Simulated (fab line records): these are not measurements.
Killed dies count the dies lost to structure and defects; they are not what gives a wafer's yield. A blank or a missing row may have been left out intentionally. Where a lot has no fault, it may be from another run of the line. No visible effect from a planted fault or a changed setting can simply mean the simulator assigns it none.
Matching of chambers | flow n5-finfet | N5_FIN_SAQP_PECVD_47 on pecvd-03 has 3 sister chambers
The step deposits a-Si from SiH4/He, target thk 45 nm, time 36.3 s. 18 wafers are shown with their chamber, then 9 later ones without.

== WAFERS PAIRED WITH THEIR CHAMBERS ==
wafer  | chamber | showerhead-plenum-p-Torr (Torr) | throttle-valve-pct (%) | showerhead-vpp-V (V)
L076.4 | 0       | 5.65                            | 18.4                   | 653
L076.5 | 2       | 5.64                            | 18.6                   | 642
L076.6 | 1       | 5.56                            | 18.5                   | 638
L077.1 | 1       | 5.57                            | 18.9                   | 625
L077.4 | 1       | 5.58                            | 18.7                   | 629
L077.6 | 2       | 5.66                            | 18.9                   | 654
L080.3 | 1       | 5.56                            | 18.8                   | 638
L080.4 | 0       | 5.67                            | 18.3                   | 650
L080.5 | 2       | 5.66                            | 18.8                   | 641
L082.1 | 1       | 5.56                            | 18.7                   | 627
L082.3 | 2       | 5.66                            | 18.9                   | 640
L082.6 | 2       | 5.65                            | 18.9                   | 647
L087.2 | 1       | 5.58                            | 18.9                   | 632
L087.4 | 0       | 5.66                            | 18.6                   | 645
L087.6 | 2       | 5.64                            | 18.9                   | 646
L088.2 | 0       | 5.68                            | 18.2                   | 648
L088.5 | 0       | 5.65                            | 18.4                   | 640
L088.6 | 1       | 5.59                            | 18.7                   | 625

SIGNATURES, as means of the wafers listed above
reading                  | chamber 0 | chamber 1 | chamber 2 | scatter within a chamber
showerhead-plenum-p-Torr | 5.6620    | 5.5714    | 5.6517    | 0.0117
throttle-valve-pct       | 18.380    | 18.743    | 18.833    | 0.136
showerhead-vpp-V         | 647.20    | 630.57    | 645.00    | 5.32
Rule: a wafer lies at a distance from a chamber equal to the root of the sum of squares, over the readings, of (its reading less the chamber's mean, divided by the reading's scatter). If the next closest chamber is less than 2 further off than the closest, the wafer can't be placed; otherwise it belongs to the closest. The scatter: the root of (the sum of the squares of (reading less its chamber's mean) over the shown wafers, divided by (wafers less chambers)).

== WAFERS MISSING THEIR CHAMBER ==
wafer  | showerhead-plenum-p-Torr (Torr) | throttle-valve-pct (%) | showerhead-vpp-V (V)
L090.3 | 5.64                            | 18.8                   | 643
L090.5 | 5.58                            | 18.4                   | 634
L090.6 | 5.65                            | 19.0                   | 652
L094.1 | 5.65                            | 18.9                   | 639
L094.5 | 5.67                            | 18.1                   | 644
L094.6 | 5.64                            | 18.8                   | 639
L096.3 | 5.67                            | 18.6                   | 657
L096.4 | 5.66                            | 18.7                   | 641
L096.6 | 5.57                            | 18.5                   | 626

== CHAMBER TAKEN BY EACH ==
wafer  | from the rows above     | in truth
L090.3 | 2                       | 2
L090.5 | 1                       | 1
L090.6 | 2                       | 2
L094.1 | 2                       | 2
L094.5 | 0                       | 0
L094.6 | 2                       | 2
L096.3 | can't be placed: 0 or 2 | 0
L096.4 | can't be placed: 2 or 0 | 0
L096.6 | 1                       | 1
Placed correctly: 7 of 9. Cannot be placed on the basis of these rows: 2; the candidates contain the true chamber in 2. Number placed wrongly: 0.
